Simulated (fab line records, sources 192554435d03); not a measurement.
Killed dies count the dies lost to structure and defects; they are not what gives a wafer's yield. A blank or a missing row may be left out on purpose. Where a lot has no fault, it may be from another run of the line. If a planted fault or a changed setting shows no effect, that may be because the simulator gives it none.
fab line records	flow n5-finfet	part 1 of 2: steps 1 to 21 of 26
record: lots: 5	wafers: 15	last-day: 18
route steps=1938 shown BEOL_M3@946
lots that met no fault: taken from a fault-free run of the same line
start-h: the number of hours between the record's first day and the start of the first shown wafer of the lot	wait-h: hours elapsed since this lot's preceding step	" identical to the entry in the row above	L1.1+2: one row covering several wafers at once	- no value, or no start given	* or withheld: withheld	< > ~ a bound
route shown NAME@n: NAME is a module with steps in the file, n the number in the route of the first one	usual: average and standard deviation across the fault-free wafers	same: alike in all rows	chamber/n: place in a boat	sites: the reading at each site	_std_site: how widely they spread, as a standard deviation	_edge_site: mean of outer sites minus mean of inner sites	radius-mm: for every site, how far away it sits from the centre of the wafer	mask NAME#n: copy n	behind: the most recent tool/chamber to have shaped the wafer	hold: the reason the lot was held/the length of the hold in hours/how it ended	device: transistor that didn't switch, given as n, p or np	end of line: at the end of the route, the tests of the same wafers	step lacking rows: just its recipe	killed: dies that structure and defects cost at the first sort, which is not the same as the wafer's yield	map: per-die view of a wafer (x killed, . not killed, _ where there is no die)
set.NAME: setting as actually run; set.NAME@STEP: the setting as run at that earlier step	model.NAME: the simulator's own value behind a step, which no gauge read
lots seen at some steps along the route; tables by step, rows by wafer
services: when a tool's chamber went out of use (start-h, in hours from the record's first day, below 0 if earlier), for how many hours, and the reason
== steps ==
step: N5_BEOL_M3_INSPECT_13
recipe: mode: adi	inspect-instrument: brightfield
usual: raw-defect-count: 397/91
lot.wafer	tool	chamber	start-h	wait-h	raw-defect-count
L079.1	defect-inspect-01	-	177.05	0.1	287
L079.2	"	-	"	"	295
L079.3	"	-	"	"	350
L080.1	defect-inspect-02	-	206.33	0.1	282
L080.4	"	-	"	"	277
L080.5	"	-	"	"	304
L082.2	defect-inspect-02	-	226.51	0.0	321
L082.3	"	-	"	"	345
L082.4	"	-	"	"	446
L086.2	defect-inspect-02	-	233.49	0.0	331
L086.3	"	-	"	"	403
L086.6	"	-	"	"	552
L095.2	defect-inspect-01	-	299.30	0.0	436
L095.4	"	-	"	"	394
L095.5	"	-	"	"	401
step: N5_BEOL_M3_DESCUM_16
recipe: chemistry: O2	time-s: 7	source-power-w: 50	bias-power-w: 20	pressure-mtorr: 20	rf-frequency-hz: 2.712e+07	temp-c: 40	resist: CAR-EUV	o2-flow-sccm: 225
usual: bias-power-w: 20.00/0.068	chamber-pressure-mTorr: 19.999/0.018	drypump-motor-current-A: 5.8/0.56	oes-product-au: 0.80/0.067	rf-vpp-V: 243.0/1.4	showerhead-plenum-p-Torr: 2.09/0.069	throttle-valve-pct: 20.33/0.2
lot.wafer	tool	chamber	start-h	wait-h	bias-power-w	chamber-pressure-mTorr	drypump-motor-current-A	oes-product-au	rf-hours-counter-h	rf-vpp-V	showerhead-plenum-p-Torr	throttle-valve-pct
L079.1	rie-diel-02	2	177.09	0.0	19.87	19.995	6.1	0.84	60	243.8	2.13	20.49
L079.2	"	1	"	"	20.07	20.018	6.4	0.89	27	243.4	2.24	20.38
L079.3	"	0	"	"	20.04	20.018	5.8	0.80	94	243.9	2.12	20.08
L080.1	rie-diel-02	2	206.44	0.1	19.91	20.019	6.1	0.82	73	244.0	2.13	20.50
L080.4	"	3	"	"	20.06	19.997	4.7	0.83	69	242.3	2.02	20.07
L080.5	"	3	"	"	20.04	19.989	4.7	0.82	-	241.0	2.02	20.08
L082.2	rie-diel-06	2	226.54	0.0	19.95	19.986	6.6	0.69	247	243.4	2.06	20.67
L082.3	"	3	"	"	19.99	20.035	5.9	0.79	115	241.5	2.03	20.64
L082.4	"	0	"	"	20.10	19.998	6.2	0.70	236	242.4	2.07	20.26
L086.2	rie-diel-02	3	233.53	0.0	19.89	19.966	4.7	0.82	77	241.6	2.02	20.09
L086.3	"	1	"	"	19.97	20.003	6.3	0.87	47	246.6	2.23	20.38
L086.6	"	3	"	"	19.95	19.972	4.7	0.81	-	242.6	2.02	20.08
L095.2	rie-diel-02	0	299.33	0.0	19.94	19.986	5.8	0.79	126	243.2	2.11	20.11
L095.4	"	1	"	"	19.94	19.993	6.4	0.82	66	244.3	2.22	20.44
L095.5	"	2	"	"	20.10	19.986	6.1	0.78	-	242.4	2.12	20.55
step: N5_BEOL_M3_ETCH_74
recipe: chemistry: N2/H2	target: underlayer	target-depth-a: 65	mask-material: CAR-EUV	time-s: 5.2	ion-energy-ev: 200	pressure-mtorr: 30	source-w: 840	bias-w: 150	n2-flow-sccm: 200	h2-flow-sccm: 200	ends: cleared
usual: chamber-pressure-mTorr: 29.99/0.041	drypump-motor-current-A: 5.8/0.56	etch-rf-on-time-s: 5.19/0.079	oes-product-au: 0.68/0.055	rf-vpp-V: 523.6/2.6	showerhead-plenum-p-Torr: 2.54/0.081	throttle-valve-pct: 17.72/0.2
lot.wafer	tool	chamber	start-h	wait-h	chamber-pressure-mTorr	drypump-motor-current-A	etch-rf-on-time-s	oes-product-au	rf-hours-counter-h	rf-vpp-V	showerhead-plenum-p-Torr	throttle-valve-pct
L079.1	rie-diel-02	2	177.12	0.0	30.05	6.1	5.10	0.71	60	526.7	2.58	17.86
L079.2	"	1	"	"	30.03	6.4	5.18	0.75	27	529.9	2.71	17.76
L079.3	"	0	"	"	29.97	5.8	5.24	0.70	94	522.3	2.56	17.39
L080.1	rie-diel-02	2	206.48	0.0	29.97	6.1	5.13	0.70	73	522.9	2.58	17.84
L080.4	"	3	"	"	30.00	4.7	5.11	0.70	69	521.5	2.47	17.56
L080.5	"	3	"	"	30.04	4.7	5.10	0.71	-	520.0	2.47	17.54
L082.2	rie-diel-06	2	226.58	0.0	30.01	6.6	5.18	0.59	247	522.7	2.50	18.06
L082.3	"	3	"	"	30.03	5.8	5.25	0.67	115	524.3	2.45	17.97
L082.4	"	0	"	"	29.95	6.2	5.18	0.60	236	522.7	2.52	17.85
L086.2	rie-diel-02	3	233.56	0.0	29.98	4.7	5.07	0.70	77	520.2	2.47	17.56
L086.3	"	1	"	"	29.92	6.4	5.16	0.73	47	529.8	2.70	17.80
L086.6	"	3	"	"	29.99	4.7	5.13	0.70	-	522.1	2.47	17.56
L095.2	rie-diel-02	0	299.37	0.0	30.03	5.8	5.29	0.66	126	524.4	2.55	17.43
L095.4	"	1	"	"	30.04	6.4	5.24	0.70	66	527.2	2.69	17.87
L095.5	"	2	"	"	30.08	6.1	5.15	0.67	-	523.3	2.56	17.94
step: N5_BEOL_M3_ETCH_63
recipe: chemistry: CF4	target: SiARC	target-depth-a: 156	mask-material: CAR-EUV	time-s: 26	ion-energy-ev: 80	pressure-mtorr: 40	source-w: 545	bias-w: 36	Ar_flow_sccm: 100	cf4-flow-sccm: 100	ends: cleared
usual: chamber-pressure-mTorr: 40.00/0.037	drypump-motor-current-A: 5.8/0.56	etch-rf-on-time-s: 26.0/0.39	oes-product-au: 0.68/0.055	rf-vpp-V: 184.0/1.2	showerhead-plenum-p-Torr: 2.14/0.066	throttle-valve-pct: 15.48/0.17
lot.wafer	tool	chamber	start-h	wait-h	chamber-pressure-mTorr	drypump-motor-current-A	etch-rf-on-time-s	oes-product-au	rf-hours-counter-h	rf-vpp-V	showerhead-plenum-p-Torr	throttle-valve-pct
L079.1	rie-diel-02	2	177.14	0.0	40.00	6.1	25.7	0.70	60	185.1	2.17	15.60
L079.2	"	1	"	"	39.97	6.4	25.7	0.76	27	186.3	2.27	15.42
L079.3	"	0	"	"	40.02	5.8	26.3	0.70	94	184.4	2.16	15.24
L080.1	rie-diel-02	2	206.49	0.0	40.00	6.1	25.9	0.70	73	184.5	2.17	15.63
L080.4	"	3	"	"	39.99	4.7	26.0	0.70	69	184.4	2.08	15.32
L080.5	"	3	"	"	40.02	4.7	25.8	0.70	-	183.5	2.08	15.31
L082.2	rie-diel-06	2	226.60	0.0	39.99	6.6	26.0	0.59	247	183.5	2.11	15.86
L082.3	"	3	"	"	39.98	5.8	26.3	0.67	115	183.1	2.07	15.73
L082.4	"	0	"	"	40.00	6.2	25.9	0.60	236	183.6	2.11	15.52
L086.2	rie-diel-02	3	233.58	0.0	40.08	4.7	25.6	0.70	77	185.3	2.08	15.35
L086.3	"	1	"	"	39.99	6.4	26.0	0.72	47	185.0	2.27	15.46
L086.6	"	3	"	"	39.97	4.7	25.8	0.70	-	183.4	2.08	15.33
L095.2	rie-diel-02	0	299.38	0.0	39.97	5.8	26.3	0.66	126	184.4	2.15	15.30
L095.4	"	1	"	"	39.96	6.4	25.9	0.71	66	184.5	2.26	15.49
L095.5	"	2	"	"	40.07	6.1	25.5	0.67	-	184.8	2.16	15.67
step: N5_BEOL_M3_ETCH_64
recipe: chemistry: N2/H2	target: SOC	target-depth-a: 750	overetch-a: 150	mask-material: SiARC	temp-c: 40	time-s: 112.5	ion-energy-ev: 200	pressure-mtorr: 30	source-w: 840	bias-w: 150	n2-flow-sccm: 200	h2-flow-sccm: 200
usual: chamber-pressure-mTorr: 30.001/0.027	drypump-motor-current-A: 5.8/0.56	oes-product-au: 0.63/0.048	rf-vpp-V: 523.8/2.3	showerhead-plenum-p-Torr: 2.54/0.081	throttle-valve-pct: 17.68/0.19
lot.wafer	tool	chamber	start-h	wait-h	chamber-pressure-mTorr	drypump-motor-current-A	oes-product-au	rf-hours-counter-h	rf-vpp-V	showerhead-plenum-p-Torr	throttle-valve-pct
L079.1	rie-diel-02	2	177.17	0.0	30.028	6.1	0.65	60	525.1	2.58	17.79
L079.2	"	1	"	"	29.981	6.4	0.70	27	529.6	2.70	17.74
L079.3	"	0	"	"	29.990	5.8	0.64	94	525.5	2.56	17.34
L080.1	rie-diel-02	2	206.52	0.0	30.043	6.1	0.64	73	524.2	2.58	17.80
L080.4	"	3	"	"	29.975	4.7	0.65	69	522.9	2.47	17.53
L080.5	"	3	"	"	30.000	4.7	0.65	-	522.5	2.47	17.52
L082.2	rie-diel-06	2	226.62	0.0	30.023	6.6	0.55	247	522.7	2.50	18.03
L082.3	"	3	"	"	30.029	5.8	0.63	115	522.2	2.45	17.94
L082.4	"	0	"	"	30.004	6.3	0.55	236	522.1	2.52	17.83
L086.2	rie-diel-02	3	233.61	0.0	29.974	4.7	0.65	77	523.4	2.47	17.53
L086.3	"	1	"	"	30.014	6.4	0.67	47	528.0	2.70	17.77
L086.6	"	3	"	"	30.038	4.7	0.64	-	521.8	2.47	17.53
L095.2	rie-diel-02	0	299.41	0.0	30.001	5.8	0.62	126	523.2	2.55	17.39
L095.4	"	1	"	"	29.996	6.4	0.65	66	526.0	2.69	17.79
L095.5	"	2	"	"	30.029	6.1	0.62	-	524.6	2.56	17.87
step: N5_BEOL_M3_STRIP_65
recipe: chemistry: N2/H2	temp-c: 40	n2-flow-sccm: 200	h2-flow-sccm: 200	rf-frequency-hz: 6e+07
lot.wafer	tool	chamber	start-h	wait-h
L079.1+2+3	rie-diel-02	2,1,0	177.28	0.1
L080.1+4+5	rie-diel-02	2,3,3	206.63	0.1
L082.2+3+4	rie-diel-06	2,3,0	226.73	0.1
L086.2+3+6	rie-diel-02	3,1,3	233.72	0.1
L095.2+4+5	rie-diel-02	0,1,2	299.52	0.1
step: N5_BEOL_M3_STRIP_75
recipe: chemistry: N2/H2	temp-c: 40	n2-flow-sccm: 200	h2-flow-sccm: 200	rf-frequency-hz: 6e+07
lot.wafer	tool	chamber	start-h	wait-h
L079.1+2+3	rie-diel-02	2,1,0	177.29	0.0
L080.1+4+5	rie-diel-02	2,3,3	206.64	0.0
L082.2+3+4	rie-diel-06	2,3,0	226.74	0.0
L086.2+3+6	rie-diel-02	3,1,3	233.73	0.0
L095.2+4+5	rie-diel-02	0,1,2	299.53	0.0
step: N5_BEOL_M3_STRIP_66
recipe: chemistry: CF4	resist: SiARC	power-w: 300	bias-power-w: 75	pressure-mtorr: 50	cf4-flow-sccm: 150	rf-frequency-hz: 6e+07
usual: bias-power-w: 75.00/0.23	chamber-pressure-mTorr: 50.00/0.044	drypump-motor-current-A: 5.8/0.56	oes-product-au: 0.79/0.059	rf-vpp-V: 271.2/1.5	showerhead-plenum-p-Torr: 1.79/0.053	throttle-valve-pct: 13.46/0.17
lot.wafer	tool	chamber	start-h	wait-h	bias-power-w	chamber-pressure-mTorr	drypump-motor-current-A	oes-product-au	rf-hours-counter-h	rf-vpp-V	showerhead-plenum-p-Torr	throttle-valve-pct
L079.1	rie-diel-02	2	177.30	0.0	74.82	50.02	6.1	0.81	60	272.1	1.81	13.54
L079.2	"	1	"	"	74.96	49.99	6.4	0.88	27	271.7	1.90	13.35
L079.3	"	0	"	"	75.06	49.99	5.8	0.81	94	272.5	1.80	13.19
L080.1	rie-diel-02	2	206.65	0.0	75.07	50.06	6.1	0.80	73	273.1	1.81	13.54
L080.4	"	3	"	"	74.98	50.02	4.8	0.81	69	270.2	1.75	13.32
L080.5	"	3	"	"	74.95	49.94	4.8	0.80	-	269.5	1.75	13.31
L082.2	rie-diel-06	2	226.75	0.0	75.12	49.90	6.6	0.69	247	271.0	1.77	13.88
L082.3	"	3	"	"	74.83	50.07	5.8	0.78	115	270.0	1.73	13.66
L082.4	"	0	"	"	75.03	49.99	6.2	0.69	236	270.6	1.77	13.54
L086.2	rie-diel-02	3	233.74	0.0	75.27	49.96	4.7	0.80	77	269.6	1.75	13.33
L086.3	"	1	"	"	75.16	50.00	6.4	0.84	47	274.2	1.89	13.39
L086.6	"	3	"	"	75.38	50.01	4.7	0.79	-	270.5	1.75	13.35
L095.2	rie-diel-02	0	299.54	0.0	74.76	50.04	5.7	0.78	126	271.7	1.80	13.26
L095.4	"	1	"	"	75.26	50.03	6.3	0.81	66	273.4	1.89	13.44
L095.5	"	2	"	"	75.19	49.98	6.1	0.77	-	270.0	1.80	13.61
step: N5_BEOL_M3_HM_OPEN_17
recipe: chemistry: Cl2/BCl3	target-depth-a: 200	overetch-a: 60	target: TiN	mask-material: SOC	ion-energy-ev: 150	pressure-mtorr: 10	icp-w: 1000	bias-w: 126	Cl2_flow_sccm: 53.25	bcl3-flow-sccm: 21.75	Ar_flow_sccm: 25
usual: bcl3-flow-sccm: 21.75/0.066	chamber-pressure-mTorr: 10.000/0.008	drypump-motor-current-A: 5.7/0.34	oes-product-au: 0.66/0.086	throttle-valve-pct: 22.10/0.12
lot.wafer	tool	chamber	start-h	wait-h	bcl3-flow-sccm	chamber-pressure-mTorr	drypump-motor-current-A	oes-product-au	rf-hours-counter-h	throttle-valve-pct
L079.1	rie-metal-01	1	177.34	0.0	21.72	10.016	6.2	0.52	128	22.22
L079.2	"	0	"	"	21.70	9.983	5.6	0.79	4	22.09
L079.3	"	0	"	"	21.63	10.001	5.5	0.79	-	22.10
L080.1	rie-metal-02	1	206.69	0.0	21.94	9.985	5.5	0.58	80	22.08
L080.4	"	0	"	"	21.66	10.001	6.0	0.75	-	21.98
L080.5	"	0	"	"	21.77	10.002	6.0	0.75	-	21.99
L082.2	rie-metal-01	0	226.82	0.1	21.71	9.999	5.5	0.76	-	22.09
L082.3	"	0	"	"	21.64	10.015	5.5	0.77	-	22.08
L082.4	"	0	"	"	21.68	9.988	5.5	0.77	-	22.09
L086.2	rie-metal-02	0	233.78	0.0	21.63	10.001	6.0	0.74	20	22.01
L086.3	"	1	"	"	21.68	10.001	5.5	0.57	-	22.11
L086.6	"	0	"	"	21.70	9.994	6.0	0.73	-	22.02
L095.2	rie-metal-02	1	299.58	0.0	21.76	9.992	5.5	0.56	90	22.10
L095.4	"	0	"	"	21.84	10.000	6.0	0.72	-	22.00
L095.5	"	1	"	"	21.84	10.016	5.5	0.56	-	22.10
step: N5_BEOL_M3_STRIP_19
recipe: chemistry: O2	power-w: 400	temp-c: 40	pressure-mtorr: 30	rf-frequency-hz: 6e+07	bias-power-w: 0	overash-fraction: 0.2	o2-flow-sccm: 225
usual: chamber-pressure-mTorr: 30.00/0.038	drypump-motor-current-A: 5.8/0.53	oes-product-au: 0.78/0.059	rf-vpp-V: 3.7/0.38	showerhead-plenum-p-Torr: 2.10/0.068	throttle-valve-pct: 16.58/0.17
same: bias-power-w: 0
lot.wafer	tool	chamber	start-h	wait-h	chamber-pressure-mTorr	drypump-motor-current-A	oes-product-au	rf-hours-counter-h	rf-vpp-V	showerhead-plenum-p-Torr	throttle-valve-pct
L079.1	rie-diel-05	2	177.45	0.1	30.01	5.3	0.92	25	4.2	2.05	16.42
L079.2	"	3	"	"	29.98	5.8	0.76	142	3.8	2.20	16.43
L079.3	"	0	"	"	30.02	5.0	0.77	157	3.5	2.18	16.53
L080.1	rie-diel-06	3	206.80	0.1	30.01	5.8	0.80	109	3.2	2.03	16.83
L080.4	"	1	"	"	29.98	5.2	0.81	97	4.0	2.04	16.65
L080.5	"	1	"	"	30.02	5.2	0.80	-	4.5	2.04	16.64
L082.2	rie-diel-06	0	227.00	0.1	30.00	6.2	0.70	237	4.0	2.07	16.58
L082.3	"	3	"	"	30.00	5.8	0.79	115	3.9	2.03	16.84
L082.4	"	1	"	"	30.01	5.2	0.81	103	3.5	2.04	16.66
L086.2	rie-diel-06	2	233.98	0.2	29.97	6.6	0.69	250	3.4	2.06	16.97
L086.3	"	3	"	"	29.98	5.8	0.78	117	4.0	2.03	16.83
L086.6	"	2	"	"	30.02	6.6	0.69	-	3.4	2.07	16.95
L095.2	rie-diel-05	1	299.69	0.1	30.06	6.0	0.72	186	4.2	2.09	16.49
L095.4	"	2	"	"	30.01	5.3	0.86	-	3.5	2.04	16.48
L095.5	"	3	"	"	30.00	5.8	0.73	-	3.4	2.19	16.52
step: N5_BEOL_M3_CD_MEAS_18
recipe: pitch-nm: 36	target-cd-nm: 18
usual: cd-nm: 17.99/0.26
lot.wafer	tool	chamber	start-h	wait-h	cd-nm
L079.1	cd-sem-03	-	177.52	0.0	18.10
L079.2	"	-	"	"	18.08
L079.3	"	-	"	"	18.30
L080.1	cd-sem-02	-	206.87	0.0	18.18
L080.4	"	-	"	"	18.38
L080.5	"	-	"	"	17.98
L082.2	cd-sem-01	-	227.07	0.1	17.65
L082.3	"	-	"	"	17.80
L082.4	"	-	"	"	18.03
L086.2	cd-sem-01	-	234.05	0.1	17.68
L086.3	"	-	"	"	18.21
L086.6	"	-	"	"	17.74
L095.2	cd-sem-01	-	299.76	0.1	17.87
L095.4	"	-	"	"	17.70
L095.5	"	-	"	"	17.73
step: N5_BEOL_M3_COAT_67
recipe: resist: SOC	temp-c: 250	time-s: 60	spin-rpm: 1500	resist-thk-nm: 60
lot.wafer	tool	chamber	start-h	wait-h
L079.1+2+3	litho-track-01	0	177.56	0.0
L080.1+4+5	litho-track-03	0	206.91	0.0
L082.2+3+4	litho-track-01	0	227.10	0.0
L086.2+3+6	litho-track-03	0	234.09	0.0
L095.2+4+5	litho-track-01	0	299.80	0.0
step: N5_BEOL_M3_COAT_68
recipe: resist: SiARC	temp-c: 220	time-s: 60	spin-rpm: 1500	resist-thk-nm: 12
lot.wafer	tool	chamber	start-h	wait-h
L079.1+2+3	litho-track-01	0	-	-
L080.1+4+5	litho-track-03	0	-	-
L082.2+3+4	litho-track-01	0	-	-
L086.2+3+6	litho-track-03	0	-	-
L095.2+4+5	litho-track-01	0	-	-
step: N5_BEOL_M3_COAT_76
recipe: resist: underlayer	temp-c: 205	time-s: 60	spin-rpm: 1500	resist-thk-nm: 5
lot.wafer	tool	chamber	start-h	wait-h
L079.1+2+3	litho-track-01	0	-	-
L080.1+4+5	litho-track-03	0	-	-
L082.2+3+4	litho-track-01	0	-	-
L086.2+3+6	litho-track-03	0	-	-
L095.2+4+5	litho-track-01	0	-	-
step: N5_BEOL_M3_COAT_22
recipe: resist: CAR-EUV	spin-rpm: 1500	resist-thk-nm: 30
lot.wafer	tool	chamber	start-h	wait-h
L079.1+2+3	litho-track-01	0	-	-
L080.1+4+5	litho-track-03	0	-	-
L082.2+3+4	litho-track-01	0	-	-
L086.2+3+6	litho-track-03	0	-	-
L095.2+4+5	litho-track-01	0	-	-
step: N5_BEOL_M3_EBR_24
recipe: solvent: PGMEA	ebr-width-mm: 1.5
lot.wafer	tool	chamber	start-h	wait-h
L079.1+2+3	litho-track-01	0	-	-
L080.1+4+5	litho-track-03	0	-	-
L082.2+3+4	litho-track-01	0	-	-
L086.2+3+6	litho-track-03	0	-	-
L095.2+4+5	litho-track-01	0	-	-
step: N5_BEOL_M3_SOFTBAKE_23
recipe: temp-c: 110	time-s: 60	resist: CAR-EUV
lot.wafer	tool	chamber	start-h	wait-h
L079.1+2+3	litho-track-01	0	-	-
L080.1+4+5	litho-track-03	0	-	-
L082.2+3+4	litho-track-01	0	-	-
L086.2+3+6	litho-track-03	0	-	-
L095.2+4+5	litho-track-01	0	-	-
step: N5_BEOL_M3_EXPOSE_25
recipe: mask-id: V2	na: 0.33	source-shape: quasar	sigma-inner: 0.2	sigma-outer: 0.8	polarization: unpolarized	defocus-nm: 5	dose-mj: 63
lot.wafer	tool	chamber	start-h	wait-h	mask
L079.1+2+3	euv-scanner-02	0	177.70	-	V2#0
L080.1+4+5	euv-scanner-01	0	207.04	-	V2#0
L082.2+3+4	euv-scanner-01	0	227.25	-	V2#0
L086.2+3+6	euv-scanner-01	0	234.36	-	V2#0
L095.2+4+5	euv-scanner-01	0	299.94	-	V2#0
step: N5_BEOL_M3_PEB_26
recipe: peb-temp-c: 100	peb-time-s: 60	resist: CAR-EUV
lot.wafer	tool	chamber	start-h	wait-h
L079.1+2+3	litho-track-03	0	177.78	0.1
L080.1+4+5	litho-track-05	0	207.12	0.1
L082.2+3+4	litho-track-01	0	227.32	0.1
L086.2+3+6	litho-track-03	0	234.43	0.1
L095.2+4+5	litho-track-05	0	300.01	0.1
step: N5_BEOL_M3_DEVELOP_27
recipe: develop-time-s: 30	developer: TMAH	resist: CAR-EUV	rinse-liquid: surfactant-rinse	dry: air-spin	dev-temp-c: 23
lot.wafer	tool	chamber	start-h	wait-h
L079.1+2+3	litho-track-03	0	-	-
L080.1+4+5	litho-track-05	0	-	-
L082.2+3+4	litho-track-01	0	-	-
L086.2+3+6	litho-track-03	0	-	-
L095.2+4+5	litho-track-05	0	-	-
step: N5_BEOL_M3_CD_MEAS_28
recipe: target-cd-nm: 25.7	landing-energy-ev: 500	detector: se-inlens	target-cd-y-nm: 23.3	polarity: opening
usual: cd-nm: 25.69/0.23
lot.wafer	tool	chamber	start-h	wait-h	cd-nm
L079.1	cd-sem-02	0	177.84	-	25.66
L079.2	"	0	"	"	25.25
L079.3	"	0	"	"	25.76
L080.1	cd-sem-01	0	207.19	-	26.06
L080.4	"	0	"	"	25.75
L080.5	"	0	"	"	25.57
L082.2	cd-sem-02	0	227.39	-	25.52
L082.3	"	0	"	"	26.00
L082.4	"	0	"	"	25.66
L086.2	cd-sem-01	0	234.49	-	25.66
L086.3	"	0	"	"	25.52
L086.6	"	0	"	"	25.93
L095.2	cd-sem-03	0	300.08	-	25.67
L095.4	"	0	"	"	25.58
L095.5	"	0	"	"	25.98
